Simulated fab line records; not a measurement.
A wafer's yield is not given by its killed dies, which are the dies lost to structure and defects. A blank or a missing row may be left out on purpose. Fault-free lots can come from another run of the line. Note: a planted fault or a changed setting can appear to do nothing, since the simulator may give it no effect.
3 desks looking at one fault | flow n5 finfet | only its own numbers are on each desk; what lay behind them is given at the end

== FOR THE TOOL OWNER'S DESK: pecvd-03 ==
The tool's own readings at N5_BEOL_M14_ILD_DEP_00 (deposits SiO2 from TEOS/O2, target thk 1119.3 nm, time 237.4 s): means of the sampled wafers that have a number, for each lot that ran on this tool. Marked OUT: a lot whose mean sits more than 4 standard deviations from the usual mean, which makes it out of limits; the brackets give that distance.
Columns: A = heater power w at N5_BEOL_M14_ILD_DEP_00, usual 597 W; B = showerhead plenum p Torr at N5_BEOL_M14_ILD_DEP_00, usual 8.357 Torr; C = throttle valve pct at N5_BEOL_M14_ILD_DEP_00, usual 18.6 %
lot  | first seen here | A   | B     | C
L873 | day 10 17:31    | 522 | 8.390 | 18.1
L876 | day 11 20:42    | 608 | 8.335 | 17.3
L879 | day 13 00:03    | 585 | 8.342 | 17.8
L881 | day 13 00:52    | 620 | 8.354 | 17.4
This desk found nothing out of limits on any of the 4 lots.

== THE DEFECT DESK ==
Per lot, the means of the sampled wafers with a number show what the inspections along the route counted. Marked OUT: a lot whose mean sits more than 4 standard deviations from the usual mean, which makes it out of limits; the brackets give that distance.
Columns: A = raw defect count at N5_BEOL_M13_INSPECT_30, usual 1.9; B = raw defect count at N5_BEOL_M13_INSPECT_55, usual 74
lot  | first seen here | A   | B
L873 | day 10 11:26    | 2.0 | 72
L876 | day 11 10:49    | 1.7 | 62
L877 | day 12 01:58    | 1.0 | 74
L879 | day 12 19:16    | 1.7 | 66
L881 | day 12 19:34    | 1.0 | 105
L887 | day 14 01:14    | 1.0 | 89
L890 | day 15 05:26    | 1.7 | 64
L892 | day 15 15:13    | 1.0 | 56
L891 | day 15 22:08    | 0.7 | 124
L893 | day 16 12:24    | 2.0 | 88
L896 | day 16 23:28    | 2.3 | 60
This desk found nothing out of limits on any of the 11 lots.

== THE METROLOGY DESK ==
What the gauges read, lot by lot, whatever tool the lot ran on: means of the sampled wafers that have a number. Marked OUT: a lot whose mean sits more than 4 standard deviations from the usual mean, which makes it out of limits; the brackets give that distance.
Columns: A = M14_ILD_THK at N5_BEOL_M14_THK_MEAS_01, usual 1127 nm
lot  | first seen here | A
L873 | day 10 17:43    | 1128
L876 | day 11 20:53    | 1139
L877 | day 12 05:17    | 1121
L879 | day 13 00:19    | 1647 (+29) OUT
L881 | day 13 01:08    | 1656 (+29) OUT
L887 | day 14 04:31    | 1117
L890 | day 15 09:24    | 1151
L892 | day 15 20:26    | 1118
L891 | day 16 04:50    | 1122
L893 | day 16 15:48    | 1123
L896 | day 17 05:26    | 1132
This desk's finding: out of limits on L879, L881; first on L879, day 13 00:19 (M14_ILD_THK at N5_BEOL_M14_THK_MEAS_01). L873, L876, L877, L887, L890, L892, L891, L893, L896 stayed within limits.

== TAKEN TOGETHER ==
L879, L881 would have let the metrology desk raise an alarm at day 13 00:19.
Nothing out of limits was seen by the tool owner's desk.
The defect desk saw nothing out of limits.
The tool owner's desk has L879, L881 on record, within its limits.
The defect desk has L879, L881 on record, within its limits.
N5_BEOL_M14_ILD_DEP_00 was run on pecvd-03 by each of the lots named.

== WHAT WAS PUT IN BY THE SIMULATOR ==
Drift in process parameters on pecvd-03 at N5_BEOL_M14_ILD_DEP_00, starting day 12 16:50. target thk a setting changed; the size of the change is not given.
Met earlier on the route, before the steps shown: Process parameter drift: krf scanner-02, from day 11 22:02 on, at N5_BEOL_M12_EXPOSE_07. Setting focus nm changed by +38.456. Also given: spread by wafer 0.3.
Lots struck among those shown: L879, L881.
Delay in hours, fault start to first out-of-limits reading, per desk: metrology desk 7.
